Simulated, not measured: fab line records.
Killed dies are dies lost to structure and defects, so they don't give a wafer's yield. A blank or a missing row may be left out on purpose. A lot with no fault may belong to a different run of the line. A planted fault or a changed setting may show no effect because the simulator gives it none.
fab line records	flow n5Finfet
record: lots: 7	wafers: 39
route steps=1938 shown PMOS_HMC_CHANNEL_EPI@78 FIN_SAQP@125 FIN_CUT@176 DUMMY_GATE@243
startH: hours from the record's opening day to when the first of the lot's shown wafers began	waitH: hours from the lot's prior step to this one	" the same as in the row above	L1.1+2: a row that stands for several wafers	- value missing, or start not given	* or withheld: withheld	< > ~ a bound
route shown NAME@n: names a module that has steps shown in the file, with the first one's number in the route	usual: average and standard deviation across the fault-free wafers	same: alike in all rows	chamber/n: place in a boat	sites: per-site readings	_std_site: the values' standard deviation	_edge_site: the outer-site mean with the inner-site mean subtracted	radiusMm: for every site, how far away it sits from the centre of the wafer	mask NAME#n: copy n	behind: the last tool/chamber to shape the wafer	hold: why the lot went on hold/how many hours it stayed there/how the hold came to an end	device: which transistor (n, p or np) failed to switch	end of line: tests run on the same wafers once the route is complete	step lacking rows: just its recipe	killed: at the first sort, the dies lost to defects and structure; wafer yield is something else	map: shows each die of a wafer: x if killed, . if not, _ if none is there
set.NAME: the setting the step ran with; set.NAME@STEP: the setting that earlier step ran with	model.NAME: the simulator's own value behind a step, which no gauge read
lots with deliberately changed settings; one table per step, one row per wafer
== steps ==
step: N5_PMOS_HMC_CHANNEL_EPI_EPI_20
recipe: material: SiGe30	maskMaterial: SiO2	pressureTorr: 20	targetThkA: 590	tempC: 600
lot.wafer	tool	chamber	startH	waitH	set.tempC	model.SiGe30_of_PMOS_HMC_CHANNEL_EPI_EPI_20.thkNm
L074.1	epiRpcvd-01	0	18.26	0.0	594.1	52.79
L074.2	"	0	"	"	594.1	52.85
L074.3	"	0	"	"	594.1	53.45
L074.4	"	0	"	"	600	58.73
L074.5	"	0	"	"	600	60.02
L074.6	"	0	"	"	600	59.36
L075.1	epiRpcvd-04	0	23.84	0.0	600	58.95
L075.2	"	0	"	"	600	58.68
L075.3	"	0	"	"	600	59.42
L075.4	"	0	"	"	600	58.42
L075.5	"	0	"	"	600	58.84
L075.6	"	0	"	"	600	58.77
L081.1	epiRpcvd-01	0	60.17	0.0	600	59.43
L081.2	"	0	"	"	597.2	56.6
L081.3	"	0	"	"	600	58.47
L081.4	"	0	"	"	600	58.97
L081.5	"	0	"	"	597.2	56.04
L081.6	"	0	"	"	597.2	56.1
L083.1	epiRpcvd-03	0	72.33	0.0	593.3	50.37
L083.2	"	0	"	"	600	56.89
L083.3	"	0	"	"	600	57.04
L083.4	"	0	"	"	593.3	51.2
L083.5	"	0	"	"	600	56.95
L083.6	"	0	"	"	593.3	50.75
L086.1	epiRpcvd-01	0	89.66	0.0	600	57.76
L086.2	"	0	"	"	593.9	52.27
L086.3	"	0	"	"	593.9	51.62
L086.4	"	0	"	"	600	58.4
L086.5	"	0	"	"	593.9	52.11
L086.6	"	0	"	"	600	57.24
L090.1	epiRpcvd-03	0	113.97	0.0	600	59.12
L090.2	"	0	"	"	597.6	57.06
L090.3	"	0	"	"	597.6	56.47
L090.4	"	0	"	"	600	59.24
L090.5	"	0	"	"	600	59.05
L090.6	"	0	"	"	597.6	56.76
L093.2	epiRpcvd-03	0	133.99	0.3	600	60.57
L093.4	"	0	"	"	600	59.62
L093.5	"	0	"	"	600	59.03
step: N5_PMOS_HMC_CHANNEL_EPI_HM_STRIP_35
recipe: chemistry: dHF	tempC: 25	material: SiO2	target: SiO2	targetDepthA: 396	timeS: 216
step: N5_PMOS_HMC_CHANNEL_EPI_SRD_39
recipe: dry: ipaMarangoni	timeS: 30	tempC: 23	rinseLiquid: diw
step: N5_PMOS_HMC_CHANNEL_EPI_CMP_21
recipe: material: SiGe30	postCmpClean: alkalineBrush	targetThkNm: 54
lot.wafer	tool	chamber	startH	waitH	set.tempC@PMOS_HMC_CHANNEL_EPI_EPI_20	model.SiGe30_of_PMOS_HMC_CHANNEL_EPI_EPI_20.thkNm
L074.2	cmp-01	0	19.59	0.0	594.1	52.79
L074.3	"	1	"	"	594.1	53.39
L074.1	"	2	"	"	594.1	52.73
L074.4	"	3	"	"	600	53.96
L074.5	"	0	"	"	600	54.02
L074.6	"	1	"	"	600	53.88
L075.4	cmp-03	2	25.58	0.0	600	53.89
L075.1	"	3	"	"	600	54.16
L075.3	"	0	"	"	600	54.04
L075.2	"	1	"	"	600	53.96
L075.6	"	2	"	"	600	54.08
L075.5	"	3	"	"	600	53.95
L081.3	cmp-03	1	61.52	0.0	600	54.01
L081.2	"	2	"	"	597.2	53.96
L081.1+4	"	3,0	"	"	600	54.04
L081.5	"	1	"	"	597.2	54
L081.6	"	2	"	"	597.2	53.92
L083.1	cmp-01	1	73.67	0.0	593.3	50.31
L083.3	"	2	"	"	600	53.98
L083.4	"	3	"	"	593.3	51.15
L083.2	"	0	"	"	600	53.93
L083.5	"	1	"	"	600	53.86
L083.6	"	2	"	"	593.3	50.7
L086.1	cmp-01	0	91.00	0.0	600	53.97
L086.3	"	1	"	"	593.9	51.56
L086.4	"	2	"	"	600	53.95
L086.2	"	3	"	"	593.9	52.21
L086.5	"	0	"	"	593.9	52.05
L086.6	"	1	"	"	600	53.89
L090.2	cmp-02	2	115.31	0.0	597.6	54.03
L090.4	"	3	"	"	600	54
L090.3	"	0	"	"	597.6	54
L090.1	"	1	"	"	600	54.08
L090.5	"	2	"	"	600	54.04
L090.6	"	3	"	"	597.6	53.99
L093.4	cmp-03	1	135.46	0.0	600	54
L093.2	"	3	"	"	600	54.03
L093.5	"	1	"	"	600	53.99
step: N5_FIN_SAQP_SPACER1_ALD_24
recipe: material: SiO2	targetThkA: 203	tempC: 300	aldPrecursorFamily: BDEAS	aldCoReactant: O2-plasma	pulseTimeS: 1	purgeTimeS: 2	coReactantPurgeTimeS: 2	aldCycles: 218	pressureTorr: 2
lot.wafer	tool	chamber	startH	waitH	set.tempC	model.SiO2_of_FIN_SAQP_SPACER1_ALD_24.thkNm
L074.1+3	aldSin-04	2,1	22.95	0.3	310.3	20
L074.2+4+5	"	0,3,1	"	"	300	20.2
L074.6	"	2	"	"	310.3	19.8
L075.1+3+5	aldSin-03	0,1,2	28.92	0.3	290.7	21
L075.2	"	2	"	"	300	20.4
L075.4+6	"	3,1	"	"	300	20.2
L081.1+6	aldSin-03	0,1	64.82	0.3	300	20.2
L081.2+5	"	3,0	"	"	288.5	21
L081.3	"	1	"	"	300	20.4
L081.4	"	2	"	"	288.5	21.2
L083.1+3+4+5+6	aldSin-03	1,0,2,3,0	77.13	0.3	300	20.2
L083.2	"	3	"	"	300	20.4
L086.1	aldSin-02	3	94.39	0.3	300	20.4
L086.2+3+4	"	2,1,0	"	"	291.9	20.8
L086.5+6	"	1,0	"	"	300	20.2
L090.1+4	aldSin-03	3	118.86	0.5	300	20.2
L090.2+3+5+6	"	0,0,3,0	"	"	300	20.4
L093.2+4	aldSin-02	3	139.16	0.3	300	20.4
L093.5	"	1	"	"	300	20.2
step: N5_FIN_SAQP_SPACER1_ETCHBACK_25
recipe: chemistry: CHF3/O2	mode: anisotropicEtchback	target: SiO2	targetDepthA: 244	timeS: 12.2	pressureMtorr: 30	sourceW: 650	biasW: 170	Ar_flow_sccm: 200	CHF3_flow_sccm: 50	O2_flow_sccm: 5	ionEnergyEv: 200
step: N5_FIN_SAQP_MANDREL1_REMOVE_56
recipe: chemistry: HBr/Cl2/O2	btTimeS: 10	target: a-Si	stopOn: SiNx	endpoint: OES-SiCl	overEtchFrac: 1	icpW: 600	biasW: 22	HBr_flow_sccm: 150	Cl2_flow_sccm: 80	O2_flow_sccm: 5	pressureMtorr: 10
lot.wafer	tool	chamber	startH	waitH	set.tempC@FIN_SAQP_SPACER1_ALD_24	model.FIN_SAQP.cdNm
L074.1	rieSi-05	1	23.76	0.1	310.3	20
L074.2	"	0	"	"	300	20.4
L074.3+6	"	2	"	"	310.3	19.8
L074.4	"	3	"	"	300	20.2
L074.5	"	3	"	"	300	20
L075.1+3+5	rieSi-06	1,0,1	29.72	0.1	290.7	21
L075.2+4+6	"	3,3,0	"	"	300	20.4
L081.1+3+6	rieSi-05	2,0,3	65.62	0.1	300	20.2
L081.2+5	"	1,2	"	"	288.5	21
L081.4	"	3	"	"	288.5	21.2
L083.1	rieSi-01	3	77.94	0.1	300	20.4
L083.2+3+4+5+6	"	1,0,2,3,0	"	"	300	20.2
L086.1	rieSi-06	1	95.61	0.1	300	20.4
L086.2+3+4	"	3,2,0	"	"	291.9	20.8
L086.5+6	"	0,3	"	"	300	20.2
L090.1+3+4+5	rieSi-01	3,0,0,2	120.07	0.1	300	20.2
L090.2+6	"	2,3	"	"	300	20.4
L093.2+4+5	rieSi-06	2,1,2	139.96	0.1	300	20.4
step: N5_FIN_CUT_CUT_ETCH_15
recipe: chemistry: HBr/Cl2/O2	target: Si	targetDepthA: 1000	btTimeS: 10	maskMaterial: SOC	timeS: 42.4	ionEnergyEv: *	biasW: *	pressureMtorr: 10	icpW: 800	HBr_flow_sccm: 150	Cl2_flow_sccm: 80	O2_flow_sccm: 12
lot.wafer	tool	chamber	startH	waitH	set.timeS	model.etch.depthNm	model.FIN_CUT.featureDepthNm	model.SOC_of_FIN_CUT_COAT_18.thkNm
L074.1	rieSi-03	2	27.68	0.1	42.4	103.2	103.2	168
L074.2	"	1	"	"	33.7	78.06	78	179.6
L074.3	"	3	"	"	33.7	81.04	81	177.6
L074.4	"	0	"	"	42.4	99.42	99.4	171
L074.5	"	3	"	"	33.7	80.73	80.8	177.4
L074.6	"	2	"	"	42.4	102.5	102.4	168.8
L075.1	rieSi-02	0	33.25	0.1	51.19	121.2	121.2	162.6
L075.2	"	2	"	"	42.4	96.36	96.4	170.4
L075.3	"	1	"	"	51.19	117.5	117.6	162.6
L075.4	"	3	"	"	51.19	123.2	123.2	161.2
L075.5	"	0	"	"	42.4	99.71	99.8	170.6
L075.6	"	3	"	"	42.4	101.1	101	169.4
L081.1	rieSi-03	1	69.20	0.1	48.85	114	114	166.8
L081.2	"	2	"	"	48.85	116.9	117	164.6
L081.3	"	3	"	"	42.4	101.7	101.6	170.2
L081.4	"	0	"	"	42.4	101.5	101.6	170.8
L081.5	"	1	"	"	42.4	100.1	100	170.8
L081.6	"	0	"	"	48.85	115.9	116	165.4
L083.1	rieSi-02	1	81.59	0.1	46.35	107.4	107.4	168
L083.2	"	0	"	"	46.35	110.2	110.2	167.4
L083.3	"	3	"	"	42.4	102.9	102.8	170.8
L083.4	"	2	"	"	42.4	97.55	97.6	171.4
L083.5	"	3	"	"	42.4	102.8	102.8	170.4
L083.6	"	0	"	"	46.35	110.3	110.4	167.2
L086.1	rieSi-03	3	100.82	0.1	42.4	101.1	101	169.2
L086.2	"	1	"	"	52.3	121	121	161.6
L086.3	"	2	"	"	42.4	102.7	102.6	168.2
L086.4	"	0	"	"	52.3	123.3	123.2	160.2
L086.5	"	2	"	"	52.3	125.4	125.4	159.2
L086.6	"	3	"	"	42.4	101.5	101.6	168
L090.1	rieSi-04	0	123.36	0.1	45.11	107.1	107	168.2
L090.2	"	2	"	"	45.11	109.5	109.4	167
L090.3	"	3	"	"	42.4	99.37	99.4	170.4
L090.4	"	1	"	"	45.11	107.8	107.8	167.2
L090.5	"	0	"	"	42.4	100.6	100.6	171
L090.6	"	1	"	"	42.4	101.7	101.6	168.6
L093.2	rieSi-03	3	143.40	0.1	42.4	102.4	102.4	169.6
L093.4	"	2	"	"	42.4	102.4	102.4	169.4
L093.5	"	0	"	"	42.4	99.42	99.4	171
step: N5_DUMMY_GATE_ETCH_31
recipe: chemistry: C4F6/O2	target: SiO2	maskMaterial: SOC	targetDepthA: 825	timeS: 27.5	ionEnergyEv: 250	pressureMtorr: 30	sourceW: 345	biasW: 185	Ar_flow_sccm: 300	C4F6_flow_sccm: 10	O2_flow_sccm: 10
lot.wafer	tool	chamber	startH	waitH	set.targetDepthA	model.etch.depthNm	model.SOC_of_DUMMY_GATE_COAT_34.thkNm
L074.1	rieDiel-04	2	47.50	0.0	825	83.73	52
L074.2	"	1	"	"	825	81.46	52.2
L074.3	"	3	"	"	771.7	77.37	52.6
L074.4	"	0	"	"	825	83.29	52
L074.5	"	2	"	"	771.7	78.23	52.4
L074.6	"	3	"	"	771.7	77.52	52.6
L075.1	rieDiel-06	3	55.30	0.0	825	81.02	52
L075.2	"	2	"	"	719.3	70.77	53
L075.3	"	1	"	"	825	83.17	51.6
L075.4	"	0	"	"	719.3	70.78	53.2
L075.5	"	1	"	"	719.3	72.01	52.8
L075.6	"	0	"	"	825	81.05	51.8
L081.1	rieDiel-02	1	91.47	0.0	764.9	77.8	52.4
L081.2	"	3	"	"	825	80.91	52
L081.3	"	2	"	"	764.9	75.14	52.6
L081.4	"	0	"	"	825	79.73	52.2
L081.5	"	2	"	"	764.9	75.29	52.8
L081.6	"	3	"	"	825	80.55	52
L083.1	rieDiel-06	0	101.99	0.1	795.5	78.41	52.4
L083.2	"	2	"	"	825	82.14	52
L083.3	"	1	"	"	825	84.01	51.8
L083.4	"	3	"	"	825	82.68	51.8
L083.5	"	2	"	"	795.5	79.2	52.2
L083.6	"	3	"	"	795.5	79.39	52.4
L086.1	rieDiel-04	1	122.92	0.0	825	82.14	51.6
L086.2	"	3	"	"	825	83.28	51.2
L086.3	"	0	"	"	906.9	91.85	50.6
L086.4	"	2	"	"	825	84.51	51.4
L086.5	"	2	"	"	906.9	92.43	50.6
L086.6	"	3	"	"	906.9	92.39	50.6
L090.1	rieDiel-04	1	141.98	0.0	825	81.15	51.8
L090.2	"	0	"	"	825	83.9	51.6
L090.3	"	2	"	"	825	83.69	51.8
L090.4	"	0	"	"	825	83.87	51.6
L090.5	"	1	"	"	825	82.54	51.8
L090.6	"	2	"	"	825	83.89	51.6
L093.2	rieDiel-04	1	165.95	0.0	825	81.25	51.6
L093.4	"	0	"	"	825	83.93	51.6
L093.5	"	1	"	"	825	81.95	51.6
== key ==
split: step: N5_PMOS_HMC_CHANNEL_EPI_EPI_20	setting: tempC	stated: 600	by: wafer
response: step: N5_PMOS_HMC_CHANNEL_EPI_EPI_20	reading: model.SiGe30_of_PMOS_HMC_CHANNEL_EPI_EPI_20.thkNm	change: +5.86	per: 1%	r: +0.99
response: step: N5_PMOS_HMC_CHANNEL_EPI_CMP_21	reading: model.SiGe30_of_PMOS_HMC_CHANNEL_EPI_EPI_20.thkNm	change: +1.83	per: 1%	r: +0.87
split: step: N5_FIN_SAQP_SPACER1_ALD_24	setting: tempC	stated: 300	by: wafer
response: step: N5_FIN_SAQP_SPACER1_ALD_24	reading: model.SiO2_of_FIN_SAQP_SPACER1_ALD_24.thkNm	change: -0.177	per: 1%	r: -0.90
response: step: N5_FIN_SAQP_MANDREL1_REMOVE_56	reading: model.FIN_SAQP.cdNm	change: -0.179	per: 1%	r: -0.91
split: step: N5_FIN_CUT_CUT_ETCH_15	setting: timeS	stated: 42.4	by: wafer
response: step: N5_FIN_CUT_CUT_ETCH_15	reading: model.etch.depthNm	change: +0.992	per: 1%	r: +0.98
response: step: N5_FIN_CUT_CUT_ETCH_15	reading: model.FIN_CUT.featureDepthNm	change: +0.993	per: 1%	r: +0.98
response: step: N5_FIN_CUT_CUT_ETCH_15	reading: model.SOC_of_FIN_CUT_COAT_18.thkNm	change: -0.377	per: 1%	r: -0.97
split: step: N5_DUMMY_GATE_ETCH_31	setting: targetDepthA	stated: 825	by: wafer
response: step: N5_DUMMY_GATE_ETCH_31	reading: model.etch.depthNm	change: +0.817	per: 1%	r: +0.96
response: step: N5_DUMMY_GATE_ETCH_31	reading: model.SOC_of_DUMMY_GATE_COAT_34.thkNm	change: -0.0861	per: 1%	r: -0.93
